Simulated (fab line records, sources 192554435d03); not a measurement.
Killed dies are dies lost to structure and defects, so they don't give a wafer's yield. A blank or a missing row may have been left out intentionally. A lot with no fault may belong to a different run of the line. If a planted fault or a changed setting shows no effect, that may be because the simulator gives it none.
Which tool was responsible? + flow n5 finfet + 12 lots with 36 wafers sampled at 3 steps, on a route of 1938 steps

== WHAT THE GAUGES READ, wafer by wafer ==
N5_BEOL_M10_CD_MEAS_28: target cd 70 nm.
| lot  | measured     | on        | cd nm (nm)     |
|------|--------------|-----------|----------------|
| L075 | day 10 18:52 | cd sem-01 | 70.8 69.3 70.1 |
| L076 | day 10 22:09 | cd sem-01 | 68.5 67.9 68.7 |
| L078 | day 11 01:41 | cd sem-03 | 69.8 71.2 69.8 |
| L082 | day 12 01:51 | cd sem-02 | 70.0 69.7 70.4 |
| L083 | day 12 10:17 | cd sem-03 | 68.4 70.2 69.8 |
| L086 | day 13 05:58 | cd sem-03 | 70.6 71.0 70.1 |
| L088 | day 13 14:41 | cd sem-03 | 69.9 69.1 69.8 |
| L089 | day 13 20:50 | cd sem-01 | 70.8 71.0 71.4 |
| L090 | day 14 05:01 | cd sem-01 | 70.7 69.9 70.9 |
| L092 | day 15 02:34 | cd sem-03 | 69.5 69.3 69.6 |
| L095 | day 15 15:14 | cd sem-02 | 70.6 70.4 70.9 |
| L097 | day 16 02:49 | cd sem-03 | 70.4 69.7 70.4 |

== EACH LOT AND THE TOOL THAT RAN IT (in order: tool; ch and the chambers of the sampled wafers; start) ==
| lot  | N5_BEOL_M10_CURE_71           | N5_BEOL_M10_HM_DEP_02        |
|------|-------------------------------|------------------------------|
| L075 | uv cure-02 ch 0, day 10 14:32 | pvd sputter-02, day 10 16:02 |
| L076 | uv cure-01 ch 1, day 10 17:40 | pvd sputter-01, day 10 19:20 |
| L078 | uv cure-01 ch 1, day 10 20:46 | pvd sputter-02, day 10 22:58 |
| L082 | uv cure-03 ch 1, day 11 21:15 | pvd sputter-01, day 11 22:07 |
| L083 | uv cure-01 ch 0, day 12 05:25 | pvd sputter-02, day 12 07:04 |
| L086 | uv cure-01 ch 1, day 13 02:16 | pvd sputter-01, day 13 04:41 |
| L088 | uv cure-01 ch 2, day 13 09:21 | pvd sputter-01, day 13 11:42 |
| L089 | uv cure-03 ch 2, day 13 17:35 | pvd sputter-03, day 13 19:18 |
| L090 | uv cure-01 ch 2, day 14 01:30 | pvd sputter-01, day 14 03:29 |
| L092 | uv cure-01 ch 1, day 14 21:11 | pvd sputter-02, day 15 00:34 |
| L095 | uv cure-02 ch 0, day 15 12:46 | pvd sputter-01, day 15 13:55 |
| L097 | uv cure-02 ch 2, day 15 23:55 | pvd sputter-02, day 16 00:59 |
- N5_BEOL_M10_CURE_71: cures SiCOH lowk, time 240 s.
- N5_BEOL_M10_HM_DEP_02: deposits TiN, target thk 20 nm.

== THE ANSWER, worked out from the rows above alone ==
Rule: the lots themselves supply what counts as usual. Put in order of their means at a reading, lots are off if they are a third of the lots or fewer, leave a main group of 4 or more, and stand apart from it by a gap of 3 or more times the standard deviation of the main group's means; of several such gaps the widest counts. Not used: any main group whose means are identical at the precision the tables above print for the reading. A lot without any number at a reading at which 4 lots or more have one is off too. The other lots that the step has rows for count as sound.
No lot is off at any reading shown: from this, nothing can be told.

== WHAT WAS PUT IN BY THE SIMULATOR ==
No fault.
